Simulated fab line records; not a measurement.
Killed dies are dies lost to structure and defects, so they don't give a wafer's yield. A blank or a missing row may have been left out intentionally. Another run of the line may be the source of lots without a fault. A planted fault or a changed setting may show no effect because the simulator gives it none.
Chamber matching    flow n5Finfet    3 sister chambers for N5_FIN_SAQP_HM_DEP_03 on pecvd-03
The step deposits SiNx from SiH4/NH3/N2, target thk 38 nm, time 33.6 s. 6 wafers are shown with their chamber, then 9 later ones without.

EACH WAFER AND ITS CHAMBER
wafer   chamber  showerheadPlenumPTorr (Torr)  throttleValvePct (%)
L086.6  2        5.07                          41.0
L089.4  0        5.17                          40.7
L089.5  1        5.04                          41.1
L090.1  1        5.04                          41.0
L090.4  2        5.05                          41.1
L090.5  0        5.16                          40.8

WAFERS WITH NO CHAMBER GIVEN
wafer   showerheadPlenumPTorr (Torr)  throttleValvePct (%)
L091.1  5.07                          40.7
L091.4  5.05                          41.3
L091.6  5.08                          40.8
L095.1  5.17                          40.6
L095.2  5.07                          40.9
L095.4  5.06                          40.8
L096.1  5.06                          40.6
L096.2  5.17                          40.4
L096.3  5.06                          40.8

CHAMBER TAKEN BY EACH
wafer   from the rows above      in truth
L091.1  can't be placed: 2 or 1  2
L091.4  can't be placed: 1 or 2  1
L091.6  can't be placed: 2 or 1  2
L095.1  0                        0
L095.2  can't be placed: 2 or 1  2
L095.4  can't be placed: 2 or 1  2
L096.1  can't be placed: 2 or 1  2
L096.2  0                        0
L096.3  can't be placed: 2 or 1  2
Correct placement for 2 of the 9. Cannot be placed on the basis of these rows: 7; the candidates contain the true chamber in 7. Wrongly placed: 0.
How it was worked out, from the rows above alone: a wafer's distance from a chamber is the root of the sum, over the readings, of the square of ((its reading less the chamber's mean) divided by the reading's scatter). If the next closest chamber is less than 2 further off than the closest, the wafer can't be placed; otherwise it belongs to the closest. A chamber's mean is the mean of its shown wafers. The scatter is the square root of a quotient: the sum, over the shown wafers, of each reading's squared deviation from its chamber's mean, divided by wafers minus chambers.
